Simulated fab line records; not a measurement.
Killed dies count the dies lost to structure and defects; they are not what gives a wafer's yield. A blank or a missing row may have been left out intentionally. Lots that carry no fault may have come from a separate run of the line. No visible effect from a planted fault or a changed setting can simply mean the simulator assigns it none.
Which of the tools did it? ; flow n5Finfet ; 72 wafers from 24 lots sampled at 3 of the route's 1938 steps

WHAT THE GAUGES SHOWED, per wafer
N5_BEOL_M5_CD_MEAS_11: the cd target is 27.74 nm. Usual: 28.12 nm for cdNm, sd 0.22.
lot;measured;on;cdNm (nm);flag
L075;day 8 06:05;cdSem-01;27.86 27.65 28.10;
L074;day 8 06:11;cdSem-03;27.69 28.20 28.39;
L077;day 8 22:24;cdSem-01;28.27 28.32 27.91;
L078;day 9 00:45;cdSem-02;27.68 28.43 27.95;
L076;day 9 03:02;cdSem-03;28.38 28.10 28.18;
L079;day 9 03:36;cdSem-03;27.78 28.01 27.92;
L081;day 9 09:07;cdSem-02;28.30 27.88 28.42;
L080;day 9 13:35;cdSem-03;28.14 28.27 28.08;
L082;day 9 23:38;cdSem-01;27.58 28.13 28.17;
L083;day 10 03:04;cdSem-01;28.22 28.61 28.10;
L084;day 10 13:17;cdSem-02;28.07 28.08 27.87;
L085;day 10 22:47;cdSem-02;28.02 28.04 28.06;
L087;day 11 05:41;cdSem-02;28.51 28.22 28.25;
L088;day 11 08:43;cdSem-03;28.04 28.12 28.01;
L086;day 11 10:23;cdSem-02;27.94 28.16 28.37;
L089;day 11 18:37;cdSem-02;28.10 28.07 28.25;
L090;day 11 23:12;cdSem-02;28.30 28.05 28.07;
L091;day 12 05:11;cdSem-02;28.27 28.05 27.94;
L093;day 12 16:29;cdSem-02;28.04 28.18 28.45;
L092;day 12 19:30;cdSem-03;28.27 28.20 28.34;
L094;day 13 09:31;cdSem-03;28.65 28.51 28.28;
L096;day 13 09:43;cdSem-02;28.11 28.12 28.03;
L095;day 13 10:10;cdSem-03;27.96 27.97 27.88;
L097;day 13 11:53;cdSem-01;28.62 27.97 28.06;

N5_BEOL_M5_OCD_MEAS_38. Usual: 71.4 nm for trenchDepthNm, sd 1.1.
lot;measured;on;trenchDepthNm (nm);flag
L075;day 8 08:19;ocd-02;73.4 71.1 71.7;
L074;day 8 11:34;ocd-01;73.1 72.1 71.5;
L077;day 8 23:49;ocd-02;69.5 70.3 71.3;
L078;day 9 03:13;ocd-01;72.4 71.0 71.5;
L076;day 9 06:02;ocd-01;71.0 70.0 70.5;
L079;day 9 07:39;ocd-01;70.8 72.9 72.3;
L081;day 9 12:58;ocd-01;72.8 71.7 70.9;
L080;day 9 16:22;ocd-02;73.3 70.8 73.3;
L082;day 10 02:22;ocd-02;70.1 70.7 72.4;
L083;day 10 04:35;ocd-01;71.2 71.1 70.9;
L084;day 10 16:08;ocd-01;69.2 71.1 73.1;
L085;day 11 01:50;ocd-02;72.2 70.7 71.8;
L087;day 11 07:13;ocd-01;69.5 72.1 71.2;
L088;day 11 10:35;ocd-01;70.6 71.4 69.2;
L086;day 11 13:11;ocd-01;70.0 70.8 71.4;
L089;day 11 20:40;ocd-01;70.5 71.6 70.2;
L090;day 12 02:17;ocd-02;70.1 71.0 70.3;
L091;day 12 06:53;ocd-02;73.5 72.5 73.5;
L093;day 12 18:17;ocd-02;72.1 71.3 71.7;
L092;day 12 22:48;ocd-01;71.0 73.1 72.3;
L094;day 13 11:00;ocd-02;71.6 71.9 70.1;
L096;day 13 11:13;ocd-02;70.0 70.2 71.2;
L095;day 13 11:49;ocd-02;72.3 72.4 69.8;
L097;day 13 17:23;ocd-01;72.4 73.5 72.5;

WHAT TOOL EACH LOT RAN ON (gives the tool, then ch and the chambers of the sampled wafers, and finally the start)
lot;N5_BEOL_M5_HM_OPEN_17
L075;rieMetal-03 ch 0,1, day 8 07:11
L074;rieMetal-03 ch 0,1, day 8 07:25
L077;rieMetal-01 ch 0,1, day 8 22:46
L078;rieMetal-01 ch 1, day 9 01:07
L076;rieMetal-02 ch 0,1, day 9 03:36
L079;rieMetal-02 ch 1, day 9 04:00
L081;rieMetal-02 ch 0,1, day 9 09:29
L080;rieMetal-01 ch 0,1, day 9 13:57
L082;rieMetal-03 ch 0,1, day 10 00:24
L083;rieMetal-01 ch 1, day 10 03:28
L084;rieMetal-01 ch 0, day 10 13:39
L085;rieMetal-01 ch 0, day 10 23:15
L087;rieMetal-01 ch 0,1, day 11 06:10
L088;rieMetal-02 ch 0,1, day 11 09:05
L086;rieMetal-02 ch 0,1, day 11 11:16
L089;rieMetal-03 ch 0,1, day 11 18:59
L090;rieMetal-03 ch 0,1, day 11 23:42
L091;rieMetal-03 ch 0,1, day 12 05:33
L093;rieMetal-02 ch 0,1, day 12 17:08
L092;rieMetal-02 ch 0,1, day 12 19:52
L094;rieMetal-02 ch 0,1, day 13 09:53
L096;rieMetal-02 ch 0,1, day 13 10:10
L095;rieMetal-02 ch 0, day 13 10:38
L097;rieMetal-03 ch 0,1, day 13 12:16
- N5_BEOL_M5_HM_OPEN_17: chemistry Cl2/BCl3, target TiN, target depth 20 nm, overetch 6 nm.

AS READ BY THE TOOLS THEMSELVES (means over the sampled wafers that have a number; for cases with no such wafer, the mark the record gives instead)
N5_BEOL_M5_HM_OPEN_17. Usual: drypumpMotorCurrentA 5.9 A, standard deviation 0.48; mfcCl2Sccm 53.25 sccm, standard deviation 0.16; oesProductAu 0.65 a.u., standard deviation 0.095; throttleValvePct 22.18 %, standard deviation 0.26.
lot;tool;drypumpMotorCurrentA (A);mfcCl2Sccm (sccm);oesProductAu (a.u.);throttleValvePct (%);flag
L075;rieMetal-03;5.8;53.34;0.71;21.93;
L074;rieMetal-03;5.8;53.23;0.71;21.94;
L077;rieMetal-01;6.4;53.29;0.60;22.27;
L078;rieMetal-01;6.5;53.35;0.51;22.65;
L076;rieMetal-02;5.4;53.16;0.55;22.31;
L079;rieMetal-02;5.1;53.28;0.50;22.41;
L081;rieMetal-02;5.7;53.32;0.60;22.22;
L080;rieMetal-01;6.5;53.21;0.56;22.46;
L082;rieMetal-03;5.8;53.12;0.71;21.93;
L083;rieMetal-01;6.5;53.42;0.51;22.66;
L084;rieMetal-01;6.4;53.10;0.64;22.09;
L085;rieMetal-01;6.4;53.29;0.63;22.10;
L087;rieMetal-01;6.5;53.32;0.77;22.20;
L088;rieMetal-02;5.8;53.14;0.71;22.15;
L086;rieMetal-02;5.7;53.23;0.70;22.16;
L089;rieMetal-03;5.7;53.32;0.64;22.17;
L090;rieMetal-03;5.7;53.23;0.64;22.17;
L091;rieMetal-03;5.7;53.16;0.64;22.18;
L093;rieMetal-02;5.4;53.47;0.74;22.16;
L092;rieMetal-02;5.7;53.33;0.69;22.17;
L094;rieMetal-02;5.7;53.41;0.69;22.16;
L096;rieMetal-02;5.5;53.27;0.74;22.16;
L095;rieMetal-02;6.0;53.38;0.64;22.16;
L097;rieMetal-03;5.7;53.20;0.63;22.20;

THE ANSWER, worked out from the rows above alone
Rule: lot off if the mean of its wafers having a number is beyond 3 standard deviations from the usual mean. A lot without any number at a reading at which 4 lots or more have one is off too. Where the step has rows for the other lots, those lots are counted as sound. The gauges are gone through in route order, then the tools' own readings, and for those a lot's mean is taken as printed above. At the first step where some lot is off, the reading lying furthest off is the one used; lots without a number count as furthest.
None of the lots is off at any reading shown; this tells nothing.

WHAT THE SIMULATOR HAD INSERTED
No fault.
